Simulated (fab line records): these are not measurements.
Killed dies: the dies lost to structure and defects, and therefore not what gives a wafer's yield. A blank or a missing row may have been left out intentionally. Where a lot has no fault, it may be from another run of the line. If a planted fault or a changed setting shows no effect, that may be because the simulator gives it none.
fab line records ; flow nand_harc
[record] lots = 6; wafers = 18; last_day = 32
route steps=1302 shown A_SLIT@925 END@1302
lots that met no fault: taken from a fault-free run of the same line
start_h: start of the lot's first displayed wafer, in hours after the record's first day ; wait_h: how many hours have passed since the lot's step before this one ; " the same as in the row above ; L1.1+2: several wafers, shown together as one row ; - no value, or no start was given ; * or withheld: withheld ; < > ~ a bound
route shown NAME@n: names a module that has steps shown in the file, with the first one's number in the route ; usual: mean and standard deviation over wafers with no fault ; same: alike in all rows ; chamber/n: place in a boat ; sites: the reading at each site ; _std_site: how widely they spread, as a standard deviation ; _edge_site: outer sites' mean less inner sites' ; radius_mm: for every site, how far away it sits from the centre of the wafer ; mask NAME#n: copy n ; behind: the tool/chamber that last shaped the wafer ; hold: cause of the lot's hold/its duration in hours/its outcome ; device: whichever transistor did not switch (one of n, p or np) ; end of line: at the end of the route, the tests of the same wafers ; where a step has no rows: the recipe by itself ; killed: dies lost to structure and defects at the first sort, not the wafer's yield ; map: shows each die of a wafer: x if killed, . if not, _ if none is there
set.NAME: the setting as run; set.NAME@STEP: as run at that earlier step ; model.NAME: the simulator's own value behind a step, which no gauge read
lots at selected steps of the route; one table per step, one row per wafer
services: the hour from which a tool's chamber was out of use, counted from the record's first day as start_h (under 0 if before that day), plus the number of hours and why
[[steps]]
[step NHARC_A_SLIT_DEHYDRATE_01]
[recipe] temp_c = 150; time_s = 120
[step NHARC_A_SLIT_HMDS_02]
[recipe] time_s = 30
[step NHARC_A_SLIT_COAT_03]
[recipe] spin_rpm = 1500; resist_thk_nm = 90
[step NHARC_A_SLIT_SOFTBAKE_04]
[recipe] temp_c = 105; time_s = 55
[step NHARC_A_SLIT_EBR_05]
[step NHARC_A_SLIT_EXPOSE_06]
[recipe] na = 1.35; dose_mj = 60.82; mask_id = SLIT
[step NHARC_A_SLIT_PEB_07]
[recipe] peb_temp_c = 100; peb_time_s = 65
[step NHARC_A_SLIT_DEVELOP_08]
[recipe] develop_time_s = 35; dev_temp_c = 23
[step NHARC_A_SLIT_CD_MEAS_09]
[recipe] target_cd_nm = 300; landing_energy_ev = 500
[usual] cd_nm = 299.9/0.48
lot.wafer;tool;chamber;start_h;wait_h;cd_nm
L624.1;cd_sem-03;0;463.26;-;300.2
L624.2;cd_sem-03;0;463.26;-;299.9
L624.3;cd_sem-03;0;463.26;-;299.8
L628.2;cd_sem-02;0;492.91;-;300.6
L628.3;cd_sem-02;0;492.91;-;300.5
L628.6;cd_sem-02;0;492.91;-;300.1
L630.1;cd_sem-03;0;525.62;-;299.6
L630.5;cd_sem-03;0;525.62;-;299.9
L630.6;cd_sem-03;0;525.62;-;300.0
L631.2;cd_sem-01;0;540.86;-;300.3
L631.4;cd_sem-01;0;540.86;-;300.2
L631.6;cd_sem-01;0;540.86;-;300.0
L641.2;cd_sem-01;0;628.36;-;299.9
L641.4;cd_sem-01;0;628.36;-;299.4
L641.6;cd_sem-01;0;628.36;-;299.1
L642.3;cd_sem-02;0;643.96;-;299.2
L642.5;cd_sem-02;0;643.96;-;299.0
L642.6;cd_sem-02;0;643.96;-;299.8
[step NHARC_A_SLIT_OVL_MEAS_10]
[usual] overlay_x_nm = -0.1/0.72; overlay_y_nm = -0.2/0.95
lot.wafer;tool;chamber;start_h;wait_h;overlay_x_nm;overlay_y_nm
L624.1;overlay-01;-;463.35;-;1.0;-0.2
L624.2;overlay-01;-;463.35;-;1.0;-0.7
L624.3;overlay-01;-;463.35;-;1.6;0.0
L628.2;overlay-01;-;493.00;-;-0.7;-0.4
L628.3;overlay-01;-;493.00;-;-1.2;-0.2
L628.6;overlay-01;-;493.00;-;-1.2;0.1
L630.1;overlay-01;-;525.71;-;0.3;1.0
L630.5;overlay-01;-;525.71;-;0.4;1.3
L630.6;overlay-01;-;525.71;-;0.4;0.7
L631.2;overlay-01;-;540.94;-;-1.1;-1.1
L631.4;overlay-01;-;540.94;-;-1.4;-1.4
L631.6;overlay-01;-;540.94;-;-1.3;-1.8
L641.2;overlay-01;-;628.45;-;-0.1;-0.9
L641.4;overlay-01;-;628.45;-;-0.6;-0.6
L641.6;overlay-01;-;628.45;-;-0.3;-0.6
L642.3;overlay-01;-;644.05;-;-0.7;-1.4
L642.5;overlay-01;-;644.05;-;-0.9;-1.5
L642.6;overlay-01;-;644.05;-;-0.5;-1.3
[step NHARC_A_SLIT_INSPECT_11]
[usual] raw_defect_count = 59/29
lot.wafer;tool;chamber;start_h;wait_h;raw_defect_count
L624.1;defect_inspect-02;-;463.39;0.0;116
L624.2;defect_inspect-02;-;463.39;0.0;131
L624.3;defect_inspect-02;-;463.39;0.0;128
L628.2;defect_inspect-01;-;493.03;0.0;24
L628.3;defect_inspect-01;-;493.03;0.0;23
L628.6;defect_inspect-01;-;493.03;0.0;18
L630.1;defect_inspect-02;-;525.75;0.0;84
L630.5;defect_inspect-02;-;525.75;0.0;82
L630.6;defect_inspect-02;-;525.75;0.0;90
L631.2;defect_inspect-02;-;540.98;0.0;27
L631.4;defect_inspect-02;-;540.98;0.0;31
L631.6;defect_inspect-02;-;540.98;0.0;39
L641.2;defect_inspect-02;-;628.49;0.0;50
L641.4;defect_inspect-02;-;628.49;0.0;69
L641.6;defect_inspect-02;-;628.49;0.0;47
L642.3;defect_inspect-02;-;644.08;0.0;46
L642.5;defect_inspect-02;-;644.08;0.0;63
L642.6;defect_inspect-02;-;644.08;0.0;65
[step NHARC_A_SLIT_DESCUM_14]
[recipe] time_s = 3; o2_flow_sccm = 200; ar_flow_sccm = 0; bias_power_w = 0; chemistry = O2
[usual] drypump_motor_current_A = 5.5/0.32; oes_product_au = 1.002/0.0071; rf_vpp_V = 57.7/0.84; showerhead_plenum_p_Torr = 1.91/0.079; throttle_valve_pct = 11.311/0.0087
lot.wafer;tool;chamber;start_h;wait_h;drypump_motor_current_A;oes_product_au;rf_hours_counter_h;rf_vpp_V;showerhead_plenum_p_Torr;throttle_valve_pct
L624.1;rie_diel-07;1;463.45;0.1;5.7;1.009;10;58.7;1.99;11.305
L624.2;rie_diel-07;2;463.45;0.1;5.1;1.006;10;59.0;1.78;11.316
L624.3;rie_diel-07;3;463.45;0.1;5.8;0.999;9;57.6;1.93;11.318
L628.2;rie_diel-09;3;493.10;0.1;5.8;1.000;8;56.9;1.80;11.324
L628.3;rie_diel-09;1;493.10;0.1;4.8;1.002;8;57.8;1.96;11.312
L628.6;rie_diel-09;2;493.10;0.1;5.3;0.997;-;57.1;1.90;11.315
L630.1;rie_diel-09;1;525.83;0.1;4.8;0.990;0;58.9;1.96;11.301
L630.5;rie_diel-09;3;525.83;0.1;5.8;1.007;-;56.3;1.80;11.307
L630.6;rie_diel-09;0;525.83;0.1;5.5;0.998;-;58.3;2.00;11.296
L631.2;rie_diel-06;0;541.04;0.1;5.3;0.998;5;57.0;1.96;11.324
L631.4;rie_diel-06;2;541.04;0.1;5.6;0.999;3;57.8;1.88;11.306
L631.6;rie_diel-06;0;541.04;0.1;5.3;0.992;-;58.4;1.96;11.315
L641.4;rie_diel-07;3;628.55;0.1;5.8;1.007;7;57.4;1.93;11.308
L641.2;rie_diel-07;0;628.55;0.1;5.9;1.009;8;56.6;1.98;11.310
L641.6;rie_diel-07;3;628.55;0.1;5.8;1.003;-;57.6;1.93;11.318
L642.3;rie_diel-07;2;644.14;0.1;5.1;1.002;8;56.7;1.78;11.324
L642.6;rie_diel-07;2;644.14;0.1;5.1;1.004;-;56.5;1.78;11.315
L642.5;rie_diel-07;3;644.14;0.1;5.8;1.004;-;57.4;1.93;11.299
[step NHARC_A_SLIT_ETCH_24]
[recipe] target_depth_a = 1210; time_s = 60.5; cf4_flow_sccm = 100; chf3_flow_sccm = 30; ar_flow_sccm = 0; rf_w = 500; bias_w = 200; chemistry = CF4/CHF3
[usual] chf3_flow_sccm = 30.01/0.078; drypump_motor_current_A = 5.4/0.32; oes_product_au = 0.961/0.017; rf_fwd_power_W = 496.0/1.8; rf_vpp_V = 370.4/2.1; showerhead_plenum_p_Torr = 1.57/0.062; throttle_valve_pct = 16.803/0.009
lot.wafer;tool;chamber;start_h;wait_h;chf3_flow_sccm;drypump_motor_current_A;oes_product_au;rf_fwd_power_W;rf_hours_counter_h;rf_vpp_V;showerhead_plenum_p_Torr;throttle_valve_pct;model.A_SLIT.cd_offset_nm
L624.3;rie_diel-07;3;463.54;0.1;30.01;5.8;0.919;495.1;9;370.7;1.59;16.817;-1.618
L624.2;rie_diel-07;0;463.54;0.1;29.94;5.9;0.919;494.7;8;370.9;1.63;16.795;-1.409
L624.1;rie_diel-07;1;463.54;0.1;29.81;5.7;0.923;494.9;10;373.1;1.63;16.792;0.08231
L628.3;rie_diel-09;2;493.18;0.1;30.03;5.3;0.969;496.4;7;370.4;1.57;16.806;-0.03111
L628.2;rie_diel-09;1;493.18;0.1;30.09;4.8;0.989;494.8;8;371.4;1.61;16.814;0.2755
L628.6;rie_diel-09;3;493.18;0.1;30.14;5.8;0.968;498.1;-;367.8;1.49;16.810;-0.7758
L630.1;rie_diel-09;1;525.91;0.1;30.00;4.8;0.978;495.6;0;372.5;1.61;16.814;-0.3408
L630.5;rie_diel-09;3;525.91;0.1;29.96;5.8;0.970;495.9;-;366.8;1.49;16.797;-0.3801
L630.6;rie_diel-09;0;525.91;0.1;30.02;5.5;0.952;498.3;-;371.5;1.64;16.800;0.1994
L631.2;rie_diel-06;1;541.13;0.1;30.00;5.0;0.952;498.3;3;367.0;1.49;16.784;0.03737
L631.4;rie_diel-06;3;541.13;0.1;30.00;5.6;0.978;497.2;5;373.1;1.64;16.784;0.3956
L631.6;rie_diel-06;0;541.13;0.1;29.98;5.3;0.950;497.5;-;371.4;1.61;16.800;0.5922
L641.2;rie_diel-07;1;628.63;0.1;30.16;5.7;1.207;698.0;10;372.7;1.63;16.806;1.639
L641.4;rie_diel-07;3;628.63;0.1;30.04;5.8;1.187;693.9;7;370.5;1.58;16.812;1.56
L641.6;rie_diel-07;1;628.63;0.1;30.05;5.7;1.192;698.8;-;372.9;1.63;16.796;1.904
L642.3;rie_diel-07;3;644.24;0.1;29.92;5.8;1.202;696.3;8;371.3;1.58;16.797;1.018
L642.6;rie_diel-07;2;644.24;0.1;29.98;5.2;1.194;693.4;-;368.4;1.47;16.812;1.615
L642.5;rie_diel-07;3;644.24;0.1;29.99;5.8;1.201;696.0;-;371.5;1.58;16.814;2.068
[step NHARC_A_SLIT_ETCH_15]
[recipe] target_depth_a = 62000; over_etch_frac = 0.3; time_s = 1612; ion_energy_ev = 150; o2_flow_sccm = 400; cos_flow_sccm = 20; ar_flow_sccm = 0; rf_w = 500; bias_w = 300; chemistry = O2/COS
[usual] drypump_motor_current_A = 5.5/0.32; oes_product_au = 1.002/0.0073; rf_fwd_power_W = 499.8/1.6; rf_vpp_V = 314.3/1.9; showerhead_plenum_p_Torr = 3.13/0.12; throttle_valve_pct = 28.330/0.0081
lot.wafer;tool;chamber;start_h;wait_h;drypump_motor_current_A;oes_product_au;rf_fwd_power_W;rf_hours_counter_h;rf_vpp_V;showerhead_plenum_p_Torr;throttle_valve_pct;model.A_SLIT.cd_offset_nm
L624.2;rie_diel-07;0;-;-;5.9;0.987;498.0;9;315.6;3.23;28.335;-1.138
L624.1;rie_diel-07;1;-;-;5.7;1.013;499.9;10;315.3;3.23;28.331;-0.1948
L624.3;rie_diel-07;3;-;-;5.8;1.010;503.4;9;313.9;3.14;28.333;-1.482
L628.3;rie_diel-09;1;-;-;4.8;1.004;497.1;8;315.2;3.19;28.335;-0.579
L628.2;rie_diel-09;2;-;-;5.3;1.001;499.5;7;315.0;3.11;28.325;-0.07578
L628.6;rie_diel-09;1;-;-;4.8;1.006;500.0;-;314.8;3.19;28.331;-1.323
L630.1;rie_diel-09;3;-;-;5.8;1.006;499.5;1;309.6;2.95;28.342;-0.1683
L630.6;rie_diel-09;3;-;-;5.8;0.993;502.0;-;312.6;2.95;28.338;0.5421
L630.5;rie_diel-09;0;-;-;5.6;1.001;499.1;-;315.1;3.26;28.315;-0.6284
L631.2;rie_diel-06;1;-;-;5.0;1.002;500.6;3;311.1;2.96;28.337;0.171
L631.4;rie_diel-06;3;-;-;5.6;1.012;497.9;5;316.5;3.26;28.326;0.3011
L631.6;rie_diel-06;2;-;-;5.6;1.001;498.1;-;314.1;3.07;28.331;0.8713
L641.4;rie_diel-07;0;-;-;5.9;1.010;497.4;8;317.2;3.22;28.331;1.586
L641.2;rie_diel-07;3;-;-;5.8;1.020;499.7;7;312.9;3.14;28.332;1.405
L641.6;rie_diel-07;1;-;-;5.7;1.017;499.1;-;317.5;3.23;28.334;1.589
L642.3;rie_diel-07;1;-;-;5.8;1.004;496.4;12;315.1;3.23;28.332;0.6417
L642.6;rie_diel-07;1;-;-;5.7;1.009;502.3;-;316.0;3.23;28.332;1.432
L642.5;rie_diel-07;2;-;-;5.1;1.003;497.9;-;311.2;2.92;28.336;2.449
[step NHARC_A_SLIT_ETCH_17]
[recipe] bias_v = 900; source_w = withheld; pressure_mtorr = 20; ar_flow_sccm = 375; c4f8_flow_sccm = 83.3; o2_flow_sccm = 41.7; time_s = 4254.5; target_depth_a = 2.03e+05; chemistry = C4F8/O2/Ar
[usual] drypump_motor_current_A = 5.6/0.58; showerhead_plenum_p_Torr = 3.61/0.18; throttle_valve_pct = 32.045/0.009
lot.wafer;tool;chamber;start_h;wait_h;drypump_motor_current_A;rf_hours_counter_h;showerhead_plenum_p_Torr;throttle_valve_pct
L624.1;har_etch-02;0;464.69;-;6.0;39;3.92;32.035
L624.2;har_etch-02;1;464.69;-;6.4;39;3.70;32.042
L624.3;har_etch-02;1;466.50;-;6.4;-;3.70;32.043
L628.2;har_etch-01;0;495.45;-;5.2;280;3.44;32.048
L628.3;har_etch-01;0;496.66;-;5.2;-;3.44;32.039
L628.6;har_etch-01;0;497.87;-;5.2;-;3.44;32.043
L630.1;har_etch-01;0;527.66;-;5.2;295;3.43;32.029
L630.6;har_etch-01;1;529.48;-;5.0;-;3.49;32.049
L630.5;har_etch-01;0;529.48;-;5.2;-;3.43;32.022
L631.2;har_etch-02;1;542.90;-;6.5;81;3.67;32.044
L631.4;har_etch-02;1;544.11;-;6.5;-;3.67;32.052
L631.6;har_etch-02;0;544.11;-;6.0;-;3.89;32.051
L641.2;har_etch-01;0;629.79;-;5.2;356;3.40;32.043
L641.4;har_etch-01;0;630.99;-;5.2;-;3.40;32.040
L641.6;har_etch-01;1;632.79;-;5.0;-;3.46;32.034
L642.3;har_etch-01;1;647.82;-;5.0;-;3.45;32.029
L642.5;har_etch-01;1;650.24;-;5.0;-;3.45;32.059
L642.6;har_etch-01;1;651.45;-;5.0;-;3.45;32.048
[step NHARC_END_SORT_01]
[recipe] temp_c = 25
[usual] killed_at_array = 55/17; killed_at_other = 1.1/1.4; killed_at_periphery = 3.9/3; killed_dies = 59/17; killed_open = 3.5/2; killed_short = 2.6/1.6
[same] gross_dies = 677
lot.wafer;tool;chamber;start_h;wait_h;killed_at_array;killed_at_other;killed_at_periphery;killed_dies;killed_open;killed_short
L624.1;prober-01;0;580.71;2.6;58;1;5;64;6;4
L624.2;prober-01;0;581.52;2.9;62;0;3;65;6;0
L624.3;prober-01;0;582.33;3.2;43;0;1;44;3;2
L642.3;prober-01;0;766.01;3.1;62;0;2;64;5;4
L642.5;prober-01;0;767.65;3.8;84;0;4;88;1;2
L642.6;prober-01;0;768.46;4.1;78;0;2;80;2;3
// killed by level:class
L624.1 A_CHANNEL_HOLE_D1:chamber_film_flake=24 A_CHANNEL_HOLE_D2:chamber_film_flake=14 P_BONDPAD:chamber_film_flake=3 A_ZERO_WELL:chamber_film_flake=3 A_CHANNEL_FILL_D1:chamber_film_flake=3 A_STAIRCASE:chamber_film_flake=3 A_ONON_D1:geometric_particle:open=2 A_M0:geometric_particle:open=2
L624.2 A_CHANNEL_HOLE_D2:chamber_film_flake=31 A_CHANNEL_HOLE_D1:chamber_film_flake=11 A_CONTACT:chamber_film_flake=5 A_CHANNEL_FILL_D1:chamber_film_flake=4 A_STAIRCASE:chamber_film_flake=3 A_CONTACT:geometric_particle:open=2 P_BONDPAD:chamber_film_flake=2 A_DECK1_JOINT:chamber_film_flake=2
L624.3 A_CHANNEL_HOLE_D2:chamber_film_flake=15 A_CHANNEL_HOLE_D1:chamber_film_flake=8 A_STAIRCASE:chamber_film_flake=6 A_CHANNEL_FILL_D1:chamber_film_flake=4 A_CONTACT:chamber_film_flake=3 A_CHANNEL_HOLE_D1:geometric_particle:open=2 A_DECK1_JOINT:chamber_film_flake=2 A_DECK1_JOINT:geometric_particle:open=1
L642.3 A_SLIT:chamber_film_flake=23 A_CHANNEL_HOLE_D2:chamber_film_flake=15 A_CONTACT:chamber_film_flake=9 A_CHANNEL_HOLE_D1:chamber_film_flake=4 A_WL_FILL:chamber_film_flake=3 A_CHANNEL_FILL_D2:geometric_particle:short=2 A_WL_FILL:geometric_particle:open=2 P_M2:geometric_particle:short=1
L642.5 A_SLIT:chamber_film_flake=28 A_CHANNEL_HOLE_D2:chamber_film_flake=26 A_CONTACT:chamber_film_flake=13 A_CHANNEL_HOLE_D1:chamber_film_flake=8 A_STAIRCASE:chamber_film_flake=3 P_CONTACT:geometric_particle:open=1 A_WL_FILL:geometric_particle:short=1 A_M0:geometric_particle:short=1
L642.6 A_SLIT:chamber_film_flake=26 A_CHANNEL_HOLE_D2:chamber_film_flake=21 A_CHANNEL_HOLE_D1:chamber_film_flake=15 A_CONTACT:chamber_film_flake=6 A_WL_FILL:chamber_film_flake=2 A_SOURCE_PLATE:geometric_particle:short=1 A_CHANNEL_FILL_D1:geometric_particle:short=1 A_DECK1_JOINT:geometric_particle:short=1
[[services]]
tool;chamber;start_h;hours;kind
rie_diel-07;0;450.20;-;clean
rie_diel-07;1;450.20;-;clean
rie_diel-07;2;450.20;-;clean
rie_diel-07;3;450.20;-;clean
rie_diel-07;-;471.20;9.0;pm
rie_diel-07;0;471.20;19.3;vent_cycle
rie_diel-07;1;471.20;9.0;vent_cycle
rie_diel-07;2;471.20;9.0;vent_cycle
rie_diel-07;3;471.20;9.0;vent_cycle
rie_diel-07;1;480.20;-;clean
rie_diel-07;2;480.20;-;clean
rie_diel-07;3;480.20;-;clean
rie_diel-07;2;483.11;7.7;repair
rie_diel-06;-;484.20;9.0;pm
rie_diel-09;-;497.10;9.0;pm
rie_diel-07;0;504.70;-;clean
rie_diel-07;1;504.70;-;clean
rie_diel-07;2;504.70;-;clean
rie_diel-07;3;504.70;-;clean
rie_diel-07;0;529.24;-;clean
rie_diel-07;1;529.24;-;clean
rie_diel-07;2;529.24;-;clean
rie_diel-07;-;580.20;0.3;repair
rie_diel-07;-;648.20;9.0;pm
[[key]]
[first_sign] step = NHARC_A_SLIT_ETCH_24; reading = rf_fwd_power_W; direction = up; sigmas = 99+; usual = *; struck = *
[effect] step = NHARC_A_SLIT_ETCH_24; reading = oes_product_au; direction = up; sigmas = 14; usual = 0.961; struck = 1.197
[model_effect] step = NHARC_A_SLIT_ETCH_24; value = A_SLIT.cd_offset_nm; without = -1.102; struck = 1.634
[model_effect] step = NHARC_A_SLIT_ETCH_15; value = A_SLIT.cd_offset_nm; without = -1.219; struck = 1.517
met_at NHARC_A_SLIT_ETCH_24
struck_wafers L641.2,L641.4,L641.6,L642.3,L642.5,L642.6
tester_left_out L641,L642
onset_between 463.54 628.63
[fault] kind = process_parameter_drift; tool = rie_diel-07; chamber = -; onset_h = 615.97; steps = NHARC_A_SLIT_ETCH_24; channel = rf_w; offset = *; shape = step; end_h = 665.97; acts_in = *; stated = *
// tester_left_out: of these lots the tester's yield and bins aren't shown, on N5 and GAA mostly nor the transistor test; their killed dies are dies lost to structure and defects alone, not to doping, threshold or leakage, so they don't give the yield
